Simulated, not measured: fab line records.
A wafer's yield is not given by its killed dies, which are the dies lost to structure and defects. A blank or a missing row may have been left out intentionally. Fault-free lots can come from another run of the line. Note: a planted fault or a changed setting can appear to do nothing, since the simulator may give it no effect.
Chamber matching | flow n5 finfet | N5_BEOL_M2_VIA_ETCH_34 on rie diel-02: 4 sister chambers
The step etches the open film in C4F6/O2, target depth 69.4 nm, time 65.9 s. 18 wafers are shown with their chamber, then 9 later ones without.

EACH WAFER AND ITS CHAMBER
wafer  | chamber | drypump motor current A (A) | throttle valve pct (%) | showerhead plenum p Torr (Torr)
L076.1 | 2       | 5.7                         | 30.6                   | 2.85
L076.2 | 1       | 6.5                         | 30.3                   | 3.01
L076.5 | 1       | 6.5                         | 30.3                   | 3.01
L077.1 | 0       | 6.3                         | 30.4                   | 2.93
L077.2 | 3       | 6.0                         | 31.0                   | 3.03
L077.5 | 3       | 6.0                         | 31.1                   | 3.03
L078.1 | 3       | 6.0                         | 31.0                   | 3.03
L078.4 | 1       | 6.6                         | 30.3                   | 3.01
L078.6 | 1       | 6.5                         | 30.3                   | 3.01
L080.1 | 1       | 6.5                         | 30.3                   | 3.01
L080.3 | 2       | 5.7                         | 30.6                   | 2.85
L080.4 | 3       | 6.0                         | 31.0                   | 3.03
L081.2 | 2       | 5.7                         | 30.6                   | 2.85
L081.5 | 0       | 6.3                         | 30.4                   | 2.93
L081.6 | 1       | 6.5                         | 30.3                   | 3.01
L086.3 | 3       | 6.0                         | 31.0                   | 3.02
L086.4 | 1       | 6.5                         | 30.3                   | 3.00
L086.5 | 2       | 5.7                         | 30.6                   | 2.84

SIGNATURES (means of the wafers above)
reading                  | chamber 0 | chamber 1 | chamber 2 | chamber 3 | scatter within a chamber
drypump motor current A  | 6.300     | 6.514     | 5.700     | 6.000     | 0.0247
throttle valve pct       | 30.400    | 30.300    | 30.600    | 31.020    | 0.0239
showerhead plenum p Torr | 2.9300    | 3.0086    | 2.8475    | 3.0280    | 0.00415
Rule: a wafer's distance from a chamber is the root of the sum, over the readings, of the square of ((its reading less the chamber's mean) divided by the reading's scatter). The wafer belongs to the nearest chamber; if the next one is less than 2 further off, it can't be placed. The scatter is the square root of a quotient: the sum, over the shown wafers, of each reading's squared deviation from its chamber's mean, divided by wafers minus chambers.

WAFERS MISSING THEIR CHAMBER
wafer  | drypump motor current A (A) | throttle valve pct (%) | showerhead plenum p Torr (Torr)
L088.1 | 6.0                         | 31.1                   | 3.02
L088.3 | 6.3                         | 30.4                   | 2.92
L088.6 | 6.3                         | 30.4                   | 2.92
L089.1 | 6.3                         | 30.4                   | 2.92
L089.3 | 5.6                         | 30.6                   | 2.84
L089.5 | 6.3                         | 30.4                   | 2.92
L097.4 | 6.0                         | 31.1                   | 3.01
L097.5 | 5.7                         | 30.7                   | 2.83
L097.6 | 6.5                         | 30.3                   | 2.99

THE CHAMBER EACH PASSED THROUGH
wafer  | from the rows above | in truth
L088.1 | 3                   | 3
L088.3 | 0                   | 0
L088.6 | 0                   | 0
L089.1 | 0                   | 0
L089.3 | 2                   | 2
L089.5 | 0                   | 0
L097.4 | 3                   | 3
L097.5 | 2                   | 2
L097.6 | 1                   | 1
Correctly placed: 9 of 9. Not placeable from these rows: 0. Number placed wrongly: 0.
